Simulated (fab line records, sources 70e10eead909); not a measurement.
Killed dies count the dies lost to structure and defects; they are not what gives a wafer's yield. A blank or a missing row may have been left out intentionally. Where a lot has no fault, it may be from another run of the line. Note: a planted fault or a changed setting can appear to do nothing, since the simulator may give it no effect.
Which tool was responsible? :: flow nand-harc :: 72 wafers from 24 lots sampled at 4 of the route's 1302 steps

== WHAT EACH GAUGE READ, for each wafer ==
NHARC_P_CONTACT_INSPECT_27. Usual: raw-defect-count reads 292 (standard deviation 130).
lot: L075
measured: day 6 08:47
on: defect-inspect-02
raw-defect-count: 215 137 170
flag: 

lot: L074
measured: day 6 09:40
on: defect-inspect-02
raw-defect-count: 306 249 287
flag: 

lot: L076
measured: day 6 22:31
on: defect-inspect-01
raw-defect-count: 343 240 220
flag: 

lot: L077
measured: day 7 16:59
on: defect-inspect-02
raw-defect-count: 324 650 258
flag: 

lot: L078
measured: day 7 19:41
on: defect-inspect-01
raw-defect-count: 172 274 258
flag: 

lot: L079
measured: day 8 04:38
on: defect-inspect-02
raw-defect-count: 146 240 115
flag: 

lot: L080
measured: day 8 14:12
on: defect-inspect-02
raw-defect-count: 275 274 341
flag: 

lot: L081
measured: day 8 18:27
on: defect-inspect-02
raw-defect-count: 303 175 166
flag: 

lot: L082
measured: day 9 07:50
on: defect-inspect-01
raw-defect-count: 469 567 507
flag: 

lot: L083
measured: day 9 13:12
on: defect-inspect-01
raw-defect-count: 165 264 136
flag: 

lot: L084
measured: day 10 04:02
on: defect-inspect-02
raw-defect-count: 271 215 279
flag: 

lot: L085
measured: day 10 10:56
on: defect-inspect-01
raw-defect-count: 284 329 474
flag: 

lot: L086
measured: day 11 09:57
on: defect-inspect-02
raw-defect-count: 174 112 184
flag: 

lot: L087
measured: day 12 02:02
on: defect-inspect-01
raw-defect-count: 342 261 320
flag: 

lot: L088
measured: day 12 02:55
on: defect-inspect-02
raw-defect-count: 153 130 165
flag: 

lot: L089
measured: day 12 13:59
on: defect-inspect-02
raw-defect-count: 378 131 192
flag: 

lot: L090
measured: day 12 23:52
on: defect-inspect-02
raw-defect-count: 374 227 321
flag: 

lot: L091
measured: day 13 13:05
on: defect-inspect-02
raw-defect-count: 670 587 514
flag: 

lot: L092
measured: day 13 21:36
on: defect-inspect-02
raw-defect-count: 201 228 198
flag: 

lot: L093
measured: day 14 04:10
on: defect-inspect-02
raw-defect-count: 184 153 190
flag: 

lot: L094
measured: day 14 07:55
on: defect-inspect-01
raw-defect-count: 135 182 159
flag: 

lot: L095
measured: day 14 19:45
on: defect-inspect-02
raw-defect-count: 229 198 392
flag: 

lot: L096
measured: day 15 05:12
on: defect-inspect-01
raw-defect-count: 227 565 394
flag: 

lot: L097
measured: day 15 10:04
on: defect-inspect-01
raw-defect-count: 479 366 298
flag: 

NHARC_P_M0_CD_MEAS_09: target cd 90 nm. Usual: cd-nm reads 90.0 nm (standard deviation 0.85).
lot: L075
measured: day 6 09:41
on: cd-sem-02
cd-nm (nm): 92.0 92.2 91.2
flag: 

lot: L074
measured: day 6 10:26
on: cd-sem-03
cd-nm (nm): 90.0 89.9 90.5
flag: 

lot: L076
measured: day 6 23:25
on: cd-sem-02
cd-nm (nm): 89.6 90.1 88.9
flag: 

lot: L077
measured: day 7 17:46
on: cd-sem-02
cd-nm (nm): 89.3 90.0 90.0
flag: 

lot: L078
measured: day 7 20:27
on: cd-sem-02
cd-nm (nm): 88.7 89.7 89.7
flag: 

lot: L079
measured: day 8 05:37
on: cd-sem-03
cd-nm (nm): 90.7 89.9 90.2
flag: 

lot: L080
measured: day 8 14:59
on: cd-sem-01
cd-nm (nm): 89.5 89.9 88.8
flag: 

lot: L081
measured: day 8 19:22
on: cd-sem-03
cd-nm (nm): 90.3 91.0 91.0
flag: 

lot: L082
measured: day 9 08:52
on: cd-sem-03
cd-nm (nm): 90.3 89.0 88.8
flag: 

lot: L083
measured: day 9 14:06
on: cd-sem-03
cd-nm (nm): 90.5 90.9 90.0
flag: 

lot: L084
measured: day 10 04:56
on: cd-sem-01
cd-nm (nm): 89.7 89.7 89.9
flag: 

lot: L085
measured: day 10 11:43
on: cd-sem-01
cd-nm (nm): 91.6 90.5 90.3
flag: 

lot: L086
measured: day 11 10:52
on: cd-sem-03
cd-nm (nm): 89.0 89.6 88.8
flag: 

lot: L087
measured: day 12 02:58
on: cd-sem-03
cd-nm (nm): 88.8 88.8 89.9
flag: 

lot: L088
measured: day 12 03:49
on: cd-sem-03
cd-nm (nm): 89.7 88.7 88.5
flag: 

lot: L089
measured: day 12 14:46
on: cd-sem-03
cd-nm (nm): 90.6 90.8 91.0
flag: 

lot: L090
measured: day 13 00:46
on: cd-sem-03
cd-nm (nm): 89.9 89.7 89.6
flag: 

lot: L091
measured: day 13 13:52
on: cd-sem-02
cd-nm (nm): 89.0 89.1 89.4
flag: 

lot: L092
measured: day 13 22:31
on: cd-sem-02
cd-nm (nm): 88.2 89.4 89.2
flag: 

lot: L093
measured: day 14 05:04
on: cd-sem-02
cd-nm (nm): 90.6 91.0 90.3
flag: 

lot: L094
measured: day 14 08:41
on: cd-sem-03
cd-nm (nm): 89.8 89.2 89.5
flag: 

lot: L095
measured: day 14 20:32
on: cd-sem-03
cd-nm (nm): 89.7 89.8 89.7
flag: 

lot: L096
measured: day 15 06:06
on: cd-sem-01
cd-nm (nm): 89.2 89.3 90.0
flag: 

lot: L097
measured: day 15 10:52
on: cd-sem-01
cd-nm (nm): 91.3 91.3 91.7
flag: 

== TOOL THAT RAN EACH LOT (tool first, then ch and the chambers of the sampled wafers, then the start) ==
lot: L075
NHARC_P_GATE_STRIP_75: plasma-asher-02 ch 0,1, day 5 22:27
NHARC_P_GATE_RTA_82: rtp-anneal-01 ch 0, day 6 03:44

lot: L074
NHARC_P_GATE_STRIP_75: plasma-asher-01 ch 0,1, day 5 22:59
NHARC_P_GATE_RTA_82: rtp-anneal-02 ch 0, day 6 04:37

lot: L076
NHARC_P_GATE_STRIP_75: plasma-asher-01 ch 0,1, day 6 11:44
NHARC_P_GATE_RTA_82: rtp-anneal-02 ch 0, day 6 17:25

lot: L077
NHARC_P_GATE_STRIP_75: plasma-asher-02 ch 0,1, day 7 06:10
NHARC_P_GATE_RTA_82: rtp-anneal-01 ch 0, day 7 11:53

lot: L078
NHARC_P_GATE_STRIP_75: plasma-asher-01 ch 0,1, day 7 08:34
NHARC_P_GATE_RTA_82: rtp-anneal-02 ch 0, day 7 14:03

lot: L079
NHARC_P_GATE_STRIP_75: plasma-asher-01 ch 0,1, day 7 17:50
NHARC_P_GATE_RTA_82: rtp-anneal-01 ch 0, day 7 23:37

lot: L080
NHARC_P_GATE_STRIP_75: plasma-asher-02 ch 0,1, day 8 03:50
NHARC_P_GATE_RTA_82: rtp-anneal-01 ch 0, day 8 09:14

lot: L081
NHARC_P_GATE_STRIP_75: plasma-asher-02 ch 0,1, day 8 08:00
NHARC_P_GATE_RTA_82: rtp-anneal-02 ch 0, day 8 13:23

lot: L082
NHARC_P_GATE_STRIP_75: plasma-asher-01 ch 0,1, day 8 21:21
NHARC_P_GATE_RTA_82: rtp-anneal-02 ch 0, day 9 02:49

lot: L083
NHARC_P_GATE_STRIP_75: plasma-asher-02 ch 0,1, day 9 02:20
NHARC_P_GATE_RTA_82: rtp-anneal-01 ch 0, day 9 08:01

lot: L084
NHARC_P_GATE_STRIP_75: plasma-asher-02 ch 0,1, day 9 17:43
NHARC_P_GATE_RTA_82: rtp-anneal-02 ch 0, day 9 23:07

lot: L085
NHARC_P_GATE_STRIP_75: plasma-asher-02 ch 0,1, day 10 00:46
NHARC_P_GATE_RTA_82: rtp-anneal-01 ch 0, day 10 06:03

lot: L086
NHARC_P_GATE_STRIP_75: plasma-asher-02 ch 0,1, day 10 23:23
NHARC_P_GATE_RTA_82: rtp-anneal-02 ch 0, day 11 04:53

lot: L087
NHARC_P_GATE_STRIP_75: plasma-asher-01 ch 0,1, day 11 15:19
NHARC_P_GATE_RTA_82: rtp-anneal-02 ch 0, day 11 20:59

lot: L088
NHARC_P_GATE_STRIP_75: plasma-asher-01 ch 0,1, day 11 16:15
NHARC_P_GATE_RTA_82: rtp-anneal-02 ch 0, day 11 21:48

lot: L089
NHARC_P_GATE_STRIP_75: plasma-asher-02 ch 0,1, day 11 23:31
NHARC_P_GATE_RTA_82: rtp-anneal-02 ch 0, day 12 09:04

lot: L090
NHARC_P_GATE_STRIP_75: plasma-asher-02 ch 0,1, day 12 12:59
NHARC_P_GATE_RTA_82: rtp-anneal-02 ch 0, day 12 18:22

lot: L091
NHARC_P_GATE_STRIP_75: plasma-asher-01 ch 0,1, day 13 02:46
NHARC_P_GATE_RTA_82: rtp-anneal-02 ch 0, day 13 08:02

lot: L092
NHARC_P_GATE_STRIP_75: plasma-asher-02 ch 0,1, day 13 11:06
NHARC_P_GATE_RTA_82: rtp-anneal-02 ch 0, day 13 16:31

lot: L093
NHARC_P_GATE_STRIP_75: plasma-asher-02 ch 0,1, day 13 17:41
NHARC_P_GATE_RTA_82: rtp-anneal-02 ch 0, day 13 23:16

lot: L094
NHARC_P_GATE_STRIP_75: plasma-asher-02 ch 0,1, day 13 21:32
NHARC_P_GATE_RTA_82: rtp-anneal-02 ch 0, day 14 02:57

lot: L095
NHARC_P_GATE_STRIP_75: plasma-asher-01 ch 0,1, day 14 09:07
NHARC_P_GATE_RTA_82: rtp-anneal-01 ch 0, day 14 14:44

lot: L096
NHARC_P_GATE_STRIP_75: plasma-asher-02 ch 0,1, day 14 18:38
NHARC_P_GATE_RTA_82: rtp-anneal-01 ch 0, day 15 00:09

lot: L097
NHARC_P_GATE_STRIP_75: plasma-asher-02 ch 0, day 14 23:38
NHARC_P_GATE_RTA_82: rtp-anneal-01 ch 0, day 15 05:03
- NHARC_P_GATE_STRIP_75: strips in O2.
- NHARC_P_GATE_RTA_82: time 30 s.

== AS READ BY THE TOOLS THEMSELVES (means over the sampled wafers that have a number; for cases with no such wafer, the mark the record gives instead) ==
NHARC_P_GATE_STRIP_75. Usual: drypump-motor-current-A 5.7 A, standard deviation 0.37; heater-power-w 324 W, standard deviation 36; rf-refl-power-W 21 W, standard deviation 4.
lot: L075
tool: plasma-asher-02
drypump-motor-current-A (A): 5.5
heater-power-w (W): 303
rf-refl-power-W (W): 19
flag: 

lot: L074
tool: plasma-asher-01
drypump-motor-current-A (A): 5.6
heater-power-w (W): 367
rf-refl-power-W (W): 25
flag: 

lot: L076
tool: plasma-asher-01
drypump-motor-current-A (A): 5.9
heater-power-w (W): 357
rf-refl-power-W (W): 26
flag: 

lot: L077
tool: plasma-asher-02
drypump-motor-current-A (A): 5.5
heater-power-w (W): 298
rf-refl-power-W (W): 19
flag: 

lot: L078
tool: plasma-asher-01
drypump-motor-current-A (A): 5.8
heater-power-w (W): 356
rf-refl-power-W (W): 26
flag: 

lot: L079
tool: plasma-asher-01
drypump-motor-current-A (A): 5.6
heater-power-w (W): 370
rf-refl-power-W (W): 25
flag: 

lot: L080
tool: plasma-asher-02
drypump-motor-current-A (A): 5.7
heater-power-w (W): 296
rf-refl-power-W (W): 19
flag: 

lot: L081
tool: plasma-asher-02
drypump-motor-current-A (A): 5.7
heater-power-w (W): 300
rf-refl-power-W (W): 18
flag: 

lot: L082
tool: plasma-asher-01
drypump-motor-current-A (A): 5.8
heater-power-w (W): 366
rf-refl-power-W (W): 28
flag: 

lot: L083
tool: plasma-asher-02
drypump-motor-current-A (A): 5.8
heater-power-w (W): 297
rf-refl-power-W (W): 18
flag: 

lot: L084
tool: plasma-asher-02
drypump-motor-current-A (A): 5.8
heater-power-w (W): 298
rf-refl-power-W (W): 18
flag: 

lot: L085
tool: plasma-asher-02
drypump-motor-current-A (A): 5.8
heater-power-w (W): 297
rf-refl-power-W (W): 18
flag: 

lot: L086
tool: plasma-asher-02
drypump-motor-current-A (A): 5.7
heater-power-w (W): 302
rf-refl-power-W (W): 18
flag: 

lot: L087
tool: plasma-asher-01
drypump-motor-current-A (A): 5.8
heater-power-w (W): 359
rf-refl-power-W (W): 27
flag: 

lot: L088
tool: plasma-asher-01
drypump-motor-current-A (A): 5.6
heater-power-w (W): 383
rf-refl-power-W (W): 26
flag: 

lot: L089
tool: plasma-asher-02
drypump-motor-current-A (A): 5.8
heater-power-w (W): 304
rf-refl-power-W (W): 18
flag: 

lot: L090
tool: plasma-asher-02
drypump-motor-current-A (A): 5.5
heater-power-w (W): 292
rf-refl-power-W (W): 19
flag: 

lot: L091
tool: plasma-asher-01
drypump-motor-current-A (A): 5.6
heater-power-w (W): 375
rf-refl-power-W (W): 25
flag: 

lot: L092
tool: plasma-asher-02
drypump-motor-current-A (A): 5.7
heater-power-w (W): 306
rf-refl-power-W (W): 19
flag: 

lot: L093
tool: plasma-asher-02
drypump-motor-current-A (A): 5.5
heater-power-w (W): 299
rf-refl-power-W (W): 19
flag: 

lot: L094
tool: plasma-asher-02
drypump-motor-current-A (A): 5.5
heater-power-w (W): 297
rf-refl-power-W (W): 19
flag: 

lot: L095
tool: plasma-asher-01
drypump-motor-current-A (A): 5.9
heater-power-w (W): 360
rf-refl-power-W (W): 27
flag: 

lot: L096
tool: plasma-asher-02
drypump-motor-current-A (A): 5.8
heater-power-w (W): 302
rf-refl-power-W (W): 18
flag: 

lot: L097
tool: plasma-asher-02
drypump-motor-current-A (A): 6.0
heater-power-w (W): 310
rf-refl-power-W (W): 18
flag: 

NHARC_P_GATE_RTA_82. Usual: anneal-temp-c-max 452.8, standard deviation 0.83; lamp-power-pct 3.87 %, standard deviation 0.11; lamp_zone_2_pct 3.87 %, standard deviation 0.11; wafer_temp_C_max 452.6, standard deviation 0.56.
lot: L075
tool: rtp-anneal-01
anneal-temp-c-max: 453.9
lamp-power-pct (%): 4.01
lamp_zone_2_pct (%): 4.01
wafer_temp_C_max: 452.4
flag: 

lot: L074
tool: rtp-anneal-02
anneal-temp-c-max: 452.0
lamp-power-pct (%): 3.78
lamp_zone_2_pct (%): 3.78
wafer_temp_C_max: 452.7
flag: 

lot: L076
tool: rtp-anneal-02
anneal-temp-c-max: 452.2
lamp-power-pct (%): 3.78
lamp_zone_2_pct (%): 3.78
wafer_temp_C_max: 452.6
flag: 

lot: L077
tool: rtp-anneal-01
anneal-temp-c-max: 454.0
lamp-power-pct (%): 4.01
lamp_zone_2_pct (%): 4.02
wafer_temp_C_max: 452.8
flag: 

lot: L078
tool: rtp-anneal-02
anneal-temp-c-max: 452.5
lamp-power-pct (%): 3.78
lamp_zone_2_pct (%): 3.78
wafer_temp_C_max: 453.0
flag: 

lot: L079
tool: rtp-anneal-01
anneal-temp-c-max: 454.1
lamp-power-pct (%): 4.01
lamp_zone_2_pct (%): 4.01
wafer_temp_C_max: 452.6
flag: 

lot: L080
tool: rtp-anneal-01
anneal-temp-c-max: 453.5
lamp-power-pct (%): 4.01
lamp_zone_2_pct (%): 4.01
wafer_temp_C_max: 452.0
flag: 

lot: L081
tool: rtp-anneal-02
anneal-temp-c-max: 452.3
lamp-power-pct (%): 3.78
lamp_zone_2_pct (%): 3.78
wafer_temp_C_max: 452.9
flag: 

lot: L082
tool: rtp-anneal-02
anneal-temp-c-max: 452.3
lamp-power-pct (%): 3.78
lamp_zone_2_pct (%): 3.79
wafer_temp_C_max: 452.8
flag: 

lot: L083
tool: rtp-anneal-01
anneal-temp-c-max: 453.6
lamp-power-pct (%): 4.02
lamp_zone_2_pct (%): 4.01
wafer_temp_C_max: 452.0
flag: 

lot: L084
tool: rtp-anneal-02
anneal-temp-c-max: 452.8
lamp-power-pct (%): 3.78
lamp_zone_2_pct (%): 3.79
wafer_temp_C_max: 452.8
flag: 

lot: L085
tool: rtp-anneal-01
anneal-temp-c-max: 453.2
lamp-power-pct (%): 4.01
lamp_zone_2_pct (%): 4.01
wafer_temp_C_max: 452.4
flag: 

lot: L086
tool: rtp-anneal-02
anneal-temp-c-max: 452.1
lamp-power-pct (%): 3.78
lamp_zone_2_pct (%): 3.79
wafer_temp_C_max: 452.6
flag: 

lot: L087
tool: rtp-anneal-02
anneal-temp-c-max: 452.4
lamp-power-pct (%): 3.78
lamp_zone_2_pct (%): 3.78
wafer_temp_C_max: 452.3
flag: 

lot: L088
tool: rtp-anneal-02
anneal-temp-c-max: 452.7
lamp-power-pct (%): 3.78
lamp_zone_2_pct (%): 3.78
wafer_temp_C_max: 452.4
flag: 

lot: L089
tool: rtp-anneal-02
anneal-temp-c-max: 452.3
lamp-power-pct (%): 3.78
lamp_zone_2_pct (%): 3.78
wafer_temp_C_max: 453.0
flag: 

lot: L090
tool: rtp-anneal-02
anneal-temp-c-max: 452.4
lamp-power-pct (%): 3.78
lamp_zone_2_pct (%): 3.78
wafer_temp_C_max: 452.8
flag: 

lot: L091
tool: rtp-anneal-02
anneal-temp-c-max: 452.8
lamp-power-pct (%): 3.79
lamp_zone_2_pct (%): 3.78
wafer_temp_C_max: 453.1
flag: 

lot: L092
tool: rtp-anneal-02
anneal-temp-c-max: 452.2
lamp-power-pct (%): 3.78
lamp_zone_2_pct (%): 3.78
wafer_temp_C_max: 453.1
flag: 

lot: L093
tool: rtp-anneal-02
anneal-temp-c-max: 452.3
lamp-power-pct (%): 3.78
lamp_zone_2_pct (%): 3.78
wafer_temp_C_max: 453.1
flag: 

lot: L094
tool: rtp-anneal-02
anneal-temp-c-max: 452.1
lamp-power-pct (%): 3.78
lamp_zone_2_pct (%): 3.78
wafer_temp_C_max: 452.7
flag: 

lot: L095
tool: rtp-anneal-01
anneal-temp-c-max: 453.7
lamp-power-pct (%): 4.01
lamp_zone_2_pct (%): 4.01
wafer_temp_C_max: 452.0
flag: 

lot: L096
tool: rtp-anneal-01
anneal-temp-c-max: 453.7
lamp-power-pct (%): 4.01
lamp_zone_2_pct (%): 4.01
wafer_temp_C_max: 452.1
flag: 

lot: L097
tool: rtp-anneal-01
anneal-temp-c-max: 453.3
lamp-power-pct (%): 4.01
lamp_zone_2_pct (%): 4.01
wafer_temp_C_max: 452.4
flag: 

== THE ANSWER, worked out from the rows above alone ==
Rule: take the mean of a lot's wafers that have a number; if it is more than 3 standard deviations from the usual mean, the lot is off. A lot without any number at a reading at which 4 lots or more have one is off too. The other lots that the step has rows for count as sound. Order of review: gauges by route order, followed by the tools' own readings, for which a lot's mean as printed above is used. At the first step where some lot is off, the reading lying furthest off is the one used; lots without a number count as furthest.
Nothing can be told from this: no lot is off at any reading shown.

== WHAT HAD BEEN PUT IN BY THE SIMULATOR ==
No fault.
